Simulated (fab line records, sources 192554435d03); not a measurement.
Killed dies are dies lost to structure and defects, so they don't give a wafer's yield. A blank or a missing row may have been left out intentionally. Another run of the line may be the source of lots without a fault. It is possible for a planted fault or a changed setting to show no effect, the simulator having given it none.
fab line records	flow n5_finfet
record: lots: 5	wafers: 15	last_day: 17
route steps=1938 shown BEOL_M10@1500 PASSIVATION@1936
lots that met no fault: from a run of the same line without faults
start_h: hours from the record's first day to the start of the lot's first wafer shown	wait_h: hours from the lot's prior step to this one	" as in the row above	L1.1+2: several wafers, shown together as one row	- no value, or no start was given	* or withheld: withheld	< > ~ a bound
route shown NAME@n: a module of which the file shows steps, and the number in the route of the first	usual: mean/standard deviation taken from wafers without a fault	same: alike in all rows	chamber/n: place in a boat	sites: per-site readings	_std_site: the values' standard deviation	_edge_site: outer sites' mean less inner sites'	radius_mm: how far each site lies from the wafer's centre	mask NAME#n: copy n	behind: the most recent tool/chamber to have shaped the wafer	hold: what put the lot on hold/how long, in hours/how the hold closed	device: names the non-switching transistor (n, p or np)	end of line: the tests these same wafers got at the end of their route	a step with no rows: only its recipe	killed: at the first sort, the dies lost to defects and structure; wafer yield is something else	map: a wafer's dies, marking killed ones x, the rest . and places with no die _
set.NAME: the run value of the setting; set.NAME@STEP: its run value at that earlier step	model.NAME: the simulator's own value behind a step, which no gauge read
lots at selected steps of the route; one table per step, one row per wafer
services: from which hour (start_h, from the record's first day; less than 0 if before it) a tool's chamber was out of use, for how many hours, and why
== steps ==
step: N5_BEOL_M10_PEB_26
recipe: peb_temp_c: withheld	peb_time_s: 60	resist: CAR-ArF
step: N5_BEOL_M10_DEVELOP_27
recipe: develop_time_s: 30	developer: TMAH	resist: CAR-ArF	rinse_liquid: diw	dry: air_spin	dev_temp_c: 23
step: N5_BEOL_M10_CD_MEAS_28
recipe: target_cd_nm: 70	landing_energy_ev: 500	detector: se_inlens	polarity: opening
usual: cd_nm: 69.9/1.2
lot.wafer	tool	chamber	start_h	wait_h	cd_nm
L532.1	cd_sem-03	0	229.21	-	70.8
L532.2	"	0	"	"	71.1
L532.3	"	0	"	"	71.7
L533.3	cd_sem-02	0	241.31	-	71.0
L533.4	"	0	"	"	68.5
L533.5	"	0	"	"	69.5
L543.2	cd_sem-01	0	314.53	-	68.5
L543.3	"	0	"	"	68.8
L543.4	"	0	"	"	69.2
L549.1	cd_sem-03	0	322.40	-	69.6
L549.4	"	0	"	"	70.1
L549.6	"	0	"	"	70.7
L550.1	cd_sem-02	0	350.38	-	71.5
L550.2	"	0	"	"	69.6
L550.3	"	0	"	"	69.4
step: N5_BEOL_M10_OVL_MEAS_29
recipe: points_per_wafer: 44
usual: V9_OVL: -0.5/0.69
lot.wafer	tool	chamber	start_h	wait_h	V9_OVL[nm]
L532.1	overlay-01	0	229.25	0.0	0.2
L532.2	"	0	"	"	0.0
L532.3	"	0	"	"	0.0
L533.3	overlay-01	0	241.34	0.0	-1.6
L533.4	"	0	"	"	-0.7
L533.5	"	0	"	"	-1.1
L543.2	overlay-02	0	314.56	0.0	0.2
L543.3	"	0	"	"	0.2
L543.4	"	0	"	"	-0.3
L549.1	overlay-02	0	322.43	0.0	0.6
L549.4	"	0	"	"	1.0
L549.6	"	0	"	"	0.3
L550.1	overlay-01	0	350.41	0.0	-0.4
L550.2	"	0	"	"	-0.5
L550.3	"	0	"	"	0.0
step: N5_BEOL_M10_INSPECT_30
recipe: mode: adi	inspect_instrument: brightfield
usual: raw_defect_count: 433/130
lot.wafer	tool	chamber	start_h	wait_h	raw_defect_count
L532.1	defect_inspect-01	-	229.27	0.0	734
L532.2	"	-	"	"	1013
L532.3	"	-	"	"	819
L533.3	defect_inspect-02	-	241.37	0.0	540
L533.4	"	-	"	"	424
L533.5	"	-	"	"	431
L543.2	defect_inspect-02	-	314.59	0.0	302
L543.3	"	-	"	"	379
L543.4	"	-	"	"	371
L549.1	defect_inspect-01	-	322.45	0.0	334
L549.4	"	-	"	"	378
L549.6	"	-	"	"	549
L550.1	defect_inspect-01	-	350.43	0.0	393
L550.2	"	-	"	"	454
L550.3	"	-	"	"	389
step: N5_BEOL_M10_DESCUM_33
recipe: chemistry: O2	time_s: 7.9	source_power_w: 50	bias_power_w: 20	pressure_mtorr: 20	rf_frequency_hz: 2.712e+07	temp_c: 40	resist: CAR-ArF	o2_flow_sccm: 225
usual: drypump_motor_current_A: 5.6/0.44	o2_flow_sccm: 225.0/0.65	oes_product_au: 0.81/0.08	rf_fwd_power_W: 49.33/0.27	rf_vpp_V: 242.9/1.1	showerhead_plenum_p_Torr: 2.09/0.055	throttle_valve_pct: 20.57/0.2
lot.wafer	tool	chamber	start_h	wait_h	drypump_motor_current_A	o2_flow_sccm	oes_product_au	rf_fwd_power_W	rf_hours_counter_h	rf_vpp_V	showerhead_plenum_p_Torr	throttle_valve_pct
L532.1	rie_diel-03	0	229.50	0.2	5.8	225.8	0.94	49.06	10	243.4	2.05	20.20
L532.2	"	1	"	"	6.3	225.2	0.81	49.52	98	243.2	2.13	20.65
L532.3	"	3	"	"	5.5	225.9	0.88	49.10	45	244.4	2.13	20.41
L533.3	rie_diel-04	0	241.43	0.1	4.8	224.6	0.81	49.11	99	243.9	2.13	20.54
L533.4	"	1	"	"	5.3	225.6	0.82	49.33	-	241.4	2.01	20.44
L533.5	"	2	"	"	5.5	224.3	0.88	49.76	-	242.0	2.07	20.81
L543.2	rie_diel-03	2	314.62	0.0	5.3	224.9	0.92	49.41	25	242.2	2.14	20.36
L543.3	"	1	"	"	6.3	225.2	0.79	49.47	130	243.2	2.12	20.68
L543.4	"	0	"	"	5.8	225.2	0.87	49.05	43	242.4	2.04	20.26
L549.1	rie_diel-05	1	322.49	0.0	5.3	226.0	0.85	48.94	66	244.7	2.13	20.74
L549.4	"	2	"	"	5.3	224.1	0.70	49.57	162	242.2	2.13	20.81
L549.6	"	3	"	"	5.8	224.7	0.68	49.63	-	243.1	2.09	20.97
L550.1	rie_diel-05	3	350.47	0.0	5.8	224.6	0.67	49.64	236	242.0	2.08	20.98
L550.2	"	1	"	"	5.2	225.5	0.83	48.89	74	243.4	2.13	20.76
L550.3	"	0	"	"	5.9	226.1	0.67	49.25	248	241.6	1.98	20.66
step: N5_BEOL_M10_ETCH_65
recipe: chemistry: CF4	target: SiARC	target_depth_a: 390	mask_material: CAR-ArF	time_s: 65	ion_energy_ev: 80	pressure_mtorr: 40	source_w: 545	bias_w: 36	Ar_flow_sccm: 100	cf4_flow_sccm: 100	ends: cleared
usual: bias_w: 36.00/0.1	drypump_motor_current_A: 5.6/0.44	etch_rf_on_time_s: 64.8/2.2	mfc_ar_sccm: 100.0/0.33	oes_product_au: 0.70/0.073	rf_fwd_power_W: 538.0/2.6	rf_vpp_V: 183.9/1	showerhead_plenum_p_Torr: 2.13/0.046	throttle_valve_pct: 15.63/0.18
lot.wafer	tool	chamber	start_h	wait_h	bias_w	drypump_motor_current_A	etch_rf_on_time_s	mfc_ar_sccm	oes_product_au	rf_fwd_power_W	rf_hours_counter_h	rf_vpp_V	showerhead_plenum_p_Torr	throttle_valve_pct
L532.1	rie_diel-03	0	229.53	0.0	35.97	5.8	67.2	100.4	0.79	535.1	10	183.9	2.12	15.43
L532.2	"	1	"	"	35.96	6.3	67.5	100.4	0.68	539.7	98	184.2	2.15	15.59
L532.3	"	3	"	"	35.93	5.5	61.6	99.9	0.76	534.4	45	185.4	2.18	15.53
L533.3	rie_diel-04	0	241.46	0.0	36.04	4.8	63.1	99.9	0.70	538.4	99	184.2	2.16	15.50
L533.4	"	1	"	"	35.73	5.3	64.6	99.7	0.70	534.6	-	183.7	2.09	15.77
L533.5	"	2	"	"	36.08	5.5	63.3	99.5	0.75	539.8	-	182.3	2.07	15.56
L543.2	rie_diel-03	2	314.66	0.0	35.79	5.3	61.5	99.9	0.81	541.8	25	184.3	2.18	15.51
L543.3	"	1	"	"	35.85	6.3	65.7	100.3	0.66	540.1	130	183.7	2.14	15.66
L543.4	"	0	"	"	36.09	5.8	66.0	100.4	0.75	534.7	43	183.5	2.11	15.52
L549.1	rie_diel-05	1	322.52	0.0	35.98	5.3	64.2	99.6	0.72	537.6	66	184.4	2.17	15.68
L549.4	"	2	"	"	36.09	5.3	69.3	100.1	0.61	541.5	162	184.5	2.12	15.57
L549.6	"	3	"	"	36.18	5.8	66.6	99.8	0.57	541.2	-	182.7	2.12	16.09
L550.1	rie_diel-05	3	350.50	0.0	36.16	5.8	65.7	100.5	0.58	539.7	236	183.1	2.12	16.12
L550.2	"	1	"	"	36.00	5.3	64.2	99.9	0.71	534.4	74	184.3	2.17	15.71
L550.3	"	0	"	"	36.07	6.0	68.1	100.0	0.56	537.0	248	183.1	2.02	15.81
step: N5_BEOL_M10_ETCH_66
recipe: chemistry: N2/H2	target: SOC	target_depth_a: 1200	overetch_a: 240	mask_material: SiARC	temp_c: 40	time_s: 180	ion_energy_ev: 200	pressure_mtorr: 30	source_w: 840	bias_w: 150	n2_flow_sccm: 200	h2_flow_sccm: 200
usual: bias_w: 149.9/0.49	drypump_motor_current_A: 5.6/0.44	oes_product_au: 0.66/0.062	rf_fwd_power_W: 836.4/3	rf_vpp_V: 523.5/1.8	showerhead_plenum_p_Torr: 2.53/0.057	throttle_valve_pct: 17.90/0.25
lot.wafer	tool	chamber	start_h	wait_h	bias_w	drypump_motor_current_A	oes_product_au	rf_fwd_power_W	rf_hours_counter_h	rf_vpp_V	showerhead_plenum_p_Torr	throttle_valve_pct
L532.1	rie_diel-03	0	229.58	0.0	150.4	5.8	0.76	835.3	10	523.6	2.50	17.52
L532.2	"	1	"	"	150.0	6.4	0.66	836.8	98	524.2	2.57	17.86
L532.3	"	3	"	"	151.0	5.5	0.70	833.5	45	524.0	2.60	17.95
L533.3	rie_diel-04	0	241.51	0.0	150.6	4.8	0.66	838.0	99	522.5	2.53	17.46
L533.4	"	1	"	"	149.9	5.3	0.67	835.3	-	521.9	2.50	18.20
L533.5	"	2	"	"	149.6	5.5	0.71	838.6	-	523.0	2.49	18.01
L543.2	rie_diel-03	2	314.71	0.0	149.4	5.3	0.73	832.3	25	525.8	2.59	17.61
L543.3	"	1	"	"	149.8	6.3	0.63	836.7	130	523.7	2.55	17.94
L543.4	"	0	"	"	150.0	5.8	0.71	835.0	43	521.3	2.49	17.58
L549.1	rie_diel-05	1	322.57	0.0	149.8	5.3	0.68	833.0	66	523.1	2.60	18.21
L549.4	"	2	"	"	150.1	5.3	0.59	838.8	162	523.9	2.56	18.10
L549.6	"	3	"	"	150.0	5.8	0.55	841.6	-	521.2	2.50	18.12
L550.1	rie_diel-05	3	350.55	0.0	149.9	5.8	0.56	837.7	236	522.9	2.49	18.16
L550.2	"	1	"	"	150.7	5.3	0.67	833.8	74	526.0	2.60	18.24
L550.3	"	0	"	"	149.3	6.0	0.54	836.0	248	520.5	2.40	17.96
step: N5_BEOL_M10_STRIP_69
recipe: chemistry: N2/H2	temp_c: 40	n2_flow_sccm: 200	h2_flow_sccm: 200	rf_frequency_hz: 6e+07
step: N5_BEOL_M10_VIA_ETCH_34
recipe: chemistry: C4F6/O2	target: SiCOH_lowk	target_depth_a: 1845	mask_material: SOC	taper_deg: 4	time_s: 69.2	ion_energy_ev: 250	pressure_mtorr: 30	source_w: 345	bias_w: 185	Ar_flow_sccm: 300	C4F6_flow_sccm: 10	O2_flow_sccm: 10
step: N5_BEOL_M10_STRIP_73
recipe: chemistry: C4F6/O2	resist: SiARC	rf_frequency_hz: 6e+07
step: N5_BEOL_M10_STRIP_36
recipe: chemistry: N2/H2	power_w: 450	temp_c: 40	pressure_mtorr: 20	rf_frequency_hz: 6e+07	overash_fraction: 0.3	bias_power_w: 7	h2_frac: 0.5	n2_flow_sccm: 200	h2_flow_sccm: 200
usual: drypump_motor_current_A: 5.6/0.44	oes_product_au: 0.81/0.08	rf_vpp_V: 59.0/1.9	showerhead_plenum_p_Torr: 2.53/0.057	throttle_valve_pct: 23.8/0.38
same: overash_fraction: 0.3
lot.wafer	tool	chamber	start_h	wait_h	drypump_motor_current_A	oes_product_au	rf_hours_counter_h	rf_vpp_V	showerhead_plenum_p_Torr	throttle_valve_pct
L532.1	rie_diel-03	0	229.77	0.0	5.8	0.95	10	59.9	2.50	23.3
L532.2	"	1	"	"	6.3	0.81	99	57.5	2.56	23.7
L532.3	"	3	"	"	5.5	0.87	45	60.4	2.59	24.1
L533.3	rie_diel-04	0	241.70	0.0	4.8	0.81	99	59.1	2.52	23.1
L533.4	"	1	"	"	5.3	0.83	-	60.2	2.50	24.2
L533.5	"	2	"	"	5.5	0.88	-	59.5	2.49	24.0
L543.2	rie_diel-03	2	314.89	0.0	5.4	0.93	25	56.6	2.58	23.3
L543.3	"	1	"	"	6.3	0.77	130	57.3	2.55	23.8
L543.4	"	0	"	"	5.8	0.87	43	59.7	2.48	23.4
L549.1	rie_diel-05	1	322.76	0.0	5.3	0.83	66	59.0	2.60	24.4
L549.4	"	2	"	"	5.3	0.72	162	61.7	2.55	24.1
L549.6	"	3	"	"	5.9	0.68	-	57.3	2.49	23.8
L550.1	rie_diel-05	3	350.74	0.0	5.8	0.68	236	61.2	2.49	23.8
L550.2	"	1	"	"	5.3	0.85	74	59.3	2.60	24.4
L550.3	"	0	"	"	6.0	0.67	248	63.3	2.40	23.6
step: N5_BEOL_M10_TRENCH_ETCH_37
recipe: chemistry: C4F6/O2	target_depth_a: 1488.3	target: SiCOH_lowk	time_s: 48	ion_energy_ev: 250	pressure_mtorr: 30	source_w: 345	bias_w: 185	Ar_flow_sccm: 300	C4F6_flow_sccm: 10	O2_flow_sccm: 10
usual: bias_w: 185.0/0.57	drypump_motor_current_A: 5.6/0.44	mfc_ar_sccm: 300.1/0.81	oes_product_au: 0.81/0.084	rf_fwd_power_W: 341.1/1.7	rf_vpp_V: 665/18	showerhead_plenum_p_Torr: 2.83/0.064	throttle_valve_pct: 20.97/0.19
lot.wafer	tool	chamber	start_h	wait_h	bias_w	drypump_motor_current_A	mfc_ar_sccm	oes_product_au	rf_fwd_power_W	rf_hours_counter_h	rf_vpp_V	showerhead_plenum_p_Torr	throttle_valve_pct
L532.1	rie_diel-03	0	229.81	-	185.0	5.8	299.5	0.93	338.9	10	641	2.81	20.75
L532.2	"	1	"	"	184.6	6.3	300.8	0.80	342.8	99	697	2.86	20.93
L532.3	"	3	"	"	185.6	5.5	300.0	0.89	340.3	45	674	2.90	21.01
L533.3	rie_diel-04	0	241.74	-	185.3	4.8	300.3	0.81	340.1	99	678	2.87	20.88
L533.4	"	1	"	"	185.0	5.3	301.2	0.82	340.2	-	674	2.78	21.22
L533.5	"	2	"	"	185.4	5.5	299.5	0.88	341.4	-	656	2.75	20.90
L543.2	rie_diel-03	2	314.93	-	185.1	5.3	300.6	0.93	342.8	25	676	2.87	20.67
L543.3	"	1	"	"	185.6	6.3	299.9	0.79	342.4	130	697	2.84	20.98
L543.4	"	0	"	"	168.0	5.8	299.9	0.85	338.6	43	594	2.79	20.78
L549.1	rie_diel-05	1	322.80	-	184.7	5.3	299.5	0.84	339.6	66	637	2.90	21.21
L549.4	"	2	"	"	185.0	5.3	299.5	0.71	344.1	162	654	2.83	20.90
L549.6	"	3	"	"	184.5	5.8	300.3	0.67	342.5	-	655	2.81	21.33
L550.1	rie_diel-05	3	350.78	-	184.5	5.8	300.5	0.67	344.3	236	653	2.81	21.34
L550.2	"	1	"	"	185.8	5.3	300.4	0.84	339.8	74	637	2.90	21.21
L550.3	"	0	"	"	184.6	6.0	299.4	0.66	339.6	248	646	2.67	20.98
step: N5_BEOL_M10_ETCH_41
recipe: chemistry: CH3F/O2	target: SiCN	target_depth_a: 426	taper_deg: 2	time_s: 86	ion_energy_ev: 120	mask_material: TiN	pressure_mtorr: 30	source_w: 395	bias_w: 75	Ar_flow_sccm: 150	CH3F_flow_sccm: 30	O2_flow_sccm: 20
usual: bias_w: 74.99/0.22	drypump_motor_current_A: 5.6/0.44	mfc_ar_sccm: 150.0/0.46	oes_product_au: 0.81/0.085	rf_fwd_power_W: 392.2/1.6	rf_vpp_V: 297.0/1.3	showerhead_plenum_p_Torr: 1.99/0.047	throttle_valve_pct: 16.35/0.18
lot.wafer	tool	chamber	start_h	wait_h	bias_w	drypump_motor_current_A	mfc_ar_sccm	oes_product_au	rf_fwd_power_W	rf_hours_counter_h	rf_vpp_V	showerhead_plenum_p_Torr	throttle_valve_pct
L532.1	rie_diel-03	0	-	-	75.40	5.8	149.9	0.94	390.6	10	296.9	1.97	16.09
L532.2	"	1	"	"	75.10	6.3	150.3	0.81	394.3	99	296.8	2.01	16.32
L532.3	"	3	"	"	75.05	5.4	149.3	0.89	391.0	45	299.0	2.04	16.28
L533.3	rie_diel-04	0	-	-	75.02	4.8	150.5	0.82	391.2	99	296.9	2.02	16.27
L533.4	"	1	"	"	74.90	5.3	150.0	0.83	393.0	-	295.6	1.95	16.54
L533.5	"	2	"	"	74.88	5.5	150.4	0.88	391.2	-	295.7	1.93	16.33
L543.2	rie_diel-03	2	-	-	75.25	5.3	150.3	0.95	393.6	25	298.2	2.02	16.12
L543.3	"	1	"	"	74.68	6.3	150.0	0.79	393.3	130	295.4	2.00	16.38
L543.4	"	0	"	"	74.81	5.8	150.1	0.87	390.3	43	297.3	1.96	16.15
L549.1	rie_diel-05	1	-	-	75.02	5.4	150.4	0.84	393.2	66	296.7	2.04	16.49
L549.4	"	2	"	"	75.08	5.3	149.6	0.70	392.2	162	297.0	1.99	16.34
L549.6	"	3	"	"	75.17	5.8	149.1	0.67	395.0	-	297.7	1.97	16.74
L550.1	rie_diel-05	3	-	-	75.14	5.8	150.8	0.67	395.0	236	296.4	1.97	16.77
L550.2	"	1	"	"	75.03	5.3	150.3	0.83	390.0	74	297.8	2.04	16.52
L550.3	"	0	"	"	74.79	6.0	149.4	0.65	390.1	248	294.3	1.87	16.49
step: N5_PASSIVATION_PROBE_49
usual: defect_limited_yield: 91.3/1.5	killed_at_M0_to_M3: 33/12	killed_at_M4_up: 15/5.2	killed_at_contacts: 12/5.1	killed_at_front_end: 39/11	killed_at_other: 5/3.6	killed_dies: 103/18	killed_open: 67/13	killed_short: 33/7.8	sort_bin_5_function: 5.1/0.96	sort_bin_6_memory: 3.2/0.71	sort_n_pass: 1077/18	sort_yield_pct: 91.3/1.5
same: gross_dies: 1180	killed_at_back_side: 0	sort_bin_4_leakage[%]: 0	sort_bin_8_speed[%]: 0
lot.wafer	tool	chamber	start_h	wait_h	defect_limited_yield[%]	killed_at_M0_to_M3	killed_at_M4_up	killed_at_contacts	killed_at_front_end	killed_at_other	killed_dies	killed_open	killed_short	sort_bin_5_function[%]	sort_bin_6_memory[%]	sort_n_pass	sort_yield_pct[%]
L533.3	prober-01	-	292.22	0.1	92.9	24	13	14	29	4	84	57	23	4.2	2.7	1096	92.9
L533.4	prober-01	-	292.27	0.2	92.5	17	14	15	39	3	88	55	29	4.5	2.5	1092	92.5
L533.5	prober-01	-	292.32	0.2	93.2	24	20	3	30	3	80	54	22	3.9	2.7	1100	93.2
killed by level:class
L533.3 BEOL_M1:geometric_particle:open=12 MOL_CONTACT_COAG:geometric_particle:open=9 FIN_SAQP:geometric_particle:open=8 MOL_CONTACT_COAG:geometric_particle:short=5 BEOL_M5:geometric_particle:open=5 DUMMY_GATE:geometric_particle:open=4 FIN_SAQP:geometric_particle:short=3 BEOL_M4:geometric_particle:open=3
L533.4 MOL_CONTACT_COAG:geometric_particle:open=12 FIN_SAQP:geometric_particle:open=11 FIN_SAQP:geometric_particle:short=7 STI_FIN_REVEAL:geometric_particle:open=7 BEOL_M4:geometric_particle:open=6 BEOL_M1:geometric_particle:open=5 MOL_CONTACT_COAG:geometric_particle:short=3 BEOL_M0_SAQP:geometric_particle:short=3
L533.5 FIN_SAQP:geometric_particle:open=8 BEOL_M5:geometric_particle:open=8 BEOL_M2:geometric_particle:open=6 FIN_SAQP:geometric_particle:short=5 BEOL_M1:geometric_particle:open=5 BEOL_M7:geometric_particle:open=5 BEOL_M3:geometric_particle:open=4 STI_FIN_REVEAL:geometric_particle:open=3
== services ==
tool	chamber	start_h	hours	kind
rie_diel-04	2	205.62	6.8	repair
rie_diel-03	2	222.26	-	clean
rie_diel-03	2	222.26	-	consumable_replace:focus_ring
rie_diel-03	2	222.26	19.4	scheduled_down
rie_diel-03	2	222.26	19.4	vent_cycle
rie_diel-04	3	229.79	-	clean
rie_diel-04	3	229.79	-	consumable_replace:focus_ring
rie_diel-04	3	229.79	18.8	scheduled_down
rie_diel-04	3	229.79	18.8	vent_cycle
rie_diel-05	3	257.16	2.8	repair
rie_diel-04	2	277.62	3.7	repair
rie_diel-05	-	312.87	0.5	repair
rie_diel-05	-	314.04	0.3	repair
rie_diel-03	3	328.53	19.9	repair
rie_diel-05	1	338.88	7.3	repair
rie_diel-05	2	346.91	6.7	repair
== key ==
first_sign: step: N5_BEOL_M10_TRENCH_ETCH_37	reading: bias_w	direction: down	sigmas: 30	usual: *	struck: *
effect: step: N5_BEOL_M10_TRENCH_ETCH_37	reading: rf_vpp_V	direction: down	sigmas: 4	usual: 665	struck: 594
met_at N5_BEOL_M10_TRENCH_ETCH_37
struck_wafers L543.4
onset_between 229.81 314.93
fault: kind: process_parameter_drift	tool: rie_diel-03	chamber: 0	onset_h: 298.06	steps: N5_BEOL_M10_TRENCH_ETCH_37	channel: bias_w	offset: *	shape: step	acts_in: *	stated: *
